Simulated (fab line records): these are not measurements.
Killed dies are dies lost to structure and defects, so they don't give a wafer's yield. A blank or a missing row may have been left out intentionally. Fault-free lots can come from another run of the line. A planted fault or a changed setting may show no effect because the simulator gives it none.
Struck lot and sound lot, side by side / flow nandHarc / 15 out of 1302 route steps
Sound: wafers L663.1, L663.2, L663.5. Wafers struck: L680.1, L680.4. At the end, the cause is stated.
Order at every step that has rows: each side's tool, ch and its chambers, its first start. Under that, the readings that differ: sound wafers / struck wafers / difference of the means / sigmas: that difference in standard deviations of wafers without a fault.
alike: a reading whose means differ by less than 2 such deviations, as well as words and numbers matching on both sides. not compared: withheld readings; readings where some wafer has no value; bounds like >300 that might hide an equal value; numbers whose values overlap and for which the record gives no deviation.
The two part at a step that has a row with sigmas, a row that says differs or no value, or rows on one side only. When numbers do not overlap yet have no deviation, they are printed without sigmas and do not part them. A reading missing from all wafers of one side parts the sides only when that side holds two or more wafers.

first, 1 step without rows for these wafers: NHARC_A_CHANNEL_HOLE_D1_STRIP_43 (strips in O2/COS).
NHARC_A_CHANNEL_HOLE_D1_ETCH_44: etches the open film in CF4/O2, target depth 140 nm, overetch 14 nm, time 77 s.
  sound on rieDiel-02 ch 1,3, day 9 00:21; struck on rieDiel-01 ch 1,2, day 16 10:10
  alike: drypumpMotorCurrentA, oesProductAu, rfVppV, showerheadPlenumPTorr, throttleValvePct
  not compared: rfHoursCounterH
NHARC_A_CHANNEL_HOLE_D1_STRIP_27: strips in O2.
  sound on rieDiel-02 ch 1,3; struck on rieDiel-01 ch 2,3
  alike: drypumpMotorCurrentA, oesProductAu, rfVppV, showerheadPlenumPTorr, throttleValvePct
  not compared: rfHoursCounterH
then, 2 steps without rows for these wafers: NHARC_A_CHANNEL_HOLE_D1_PRECLEAN_28 (cleans in SC1); NHARC_A_CHANNEL_HOLE_D1_SRD_29.
NHARC_A_CHANNEL_HOLE_D1_CD_MEAS_30:
  struck on cdSem-02, day 16 11:03; sound on cdSem-03, day 9 01:09
  alike: cdNm
next, for these wafers, 1 step has no rows: NHARC_A_CHANNEL_HOLE_D1_XSEM_31.
NHARC_A_CHANNEL_HOLE_D1_INSPECT_40:
  struck on defectInspect-01, day 16 11:14; sound on defectInspect-01, day 9 01:20
reading=rawDefectCount; sound=88 108 112; struck=38 53; difference=-57; sigmas=-2
then, 2 steps without rows for these wafers: NHARC_A_CHANNEL_FILL_D1_PRECLEAN_00 (cleans in SC1); NHARC_A_CHANNEL_FILL_D1_SRD_01.
NHARC_A_CHANNEL_FILL_D1_ALD_02: deposits SiO2, target thk 6 nm, pulse time 10 s, ald cycles 60.
  sound on aldHk-03 ch 0,1, day 9 01:36; struck on aldHk-04 ch 2,3, day 16 11:31
  alike: heaterPowerOuterW, heaterPowerW, precursorPulseHeightRel
  not compared: aldCycles
NHARC_A_CHANNEL_FILL_D1_ALD_03: deposits SiNx, target thk 6 nm, pulse time 60 s, ald cycles 58.
  sound on aldSinBatch-02 ch 0; struck on aldSinBatch-02 ch 0
  alike: chamberPressureTorr, precursorPulseHeightRel
  not compared: aldCycles
NHARC_A_CHANNEL_FILL_D1_ALD_14: deposits SiO2, target thk 2.5 nm, pulse time 10 s, ald cycles 25.
  sound on aldHk-02 ch 0,1,2, day 9 07:31; struck on aldHk-02 ch 0,1, day 16 19:34
reading=aldCycles; sound=25 25 25; struck=22 22; difference=-3; sigmas=
  alike: heaterPowerOuterW, heaterPowerW, precursorPulseHeightRel
NHARC_A_CHANNEL_FILL_D1_ALD_15: deposits SiNx, target thk 2 nm, pulse time 60 s, ald cycles 19.
  sound on aldSinBatch-02 ch 0; struck on aldSinBatch-02 ch 0
  alike: chamberPressureTorr, precursorPulseHeightRel
  not compared: aldCycles
-- break in the record here, with 15 days between the starts of the struck wafers on either side (left off in module A_CHANNEL_FILL_D1, picked up again in module END, where the first step shown is number 1302 on the route) --
NHARC_END_SORT_01:
  here the record holds rows for the struck wafers (prober-01 ch 0, day 32 06:04) but none for the sound ones

WHERE THEY PART
First at NHARC_A_CHANNEL_HOLE_D1_INSPECT_40; last, within this record, at NHARC_END_SORT_01.

WHY: whatever the simulator had introduced
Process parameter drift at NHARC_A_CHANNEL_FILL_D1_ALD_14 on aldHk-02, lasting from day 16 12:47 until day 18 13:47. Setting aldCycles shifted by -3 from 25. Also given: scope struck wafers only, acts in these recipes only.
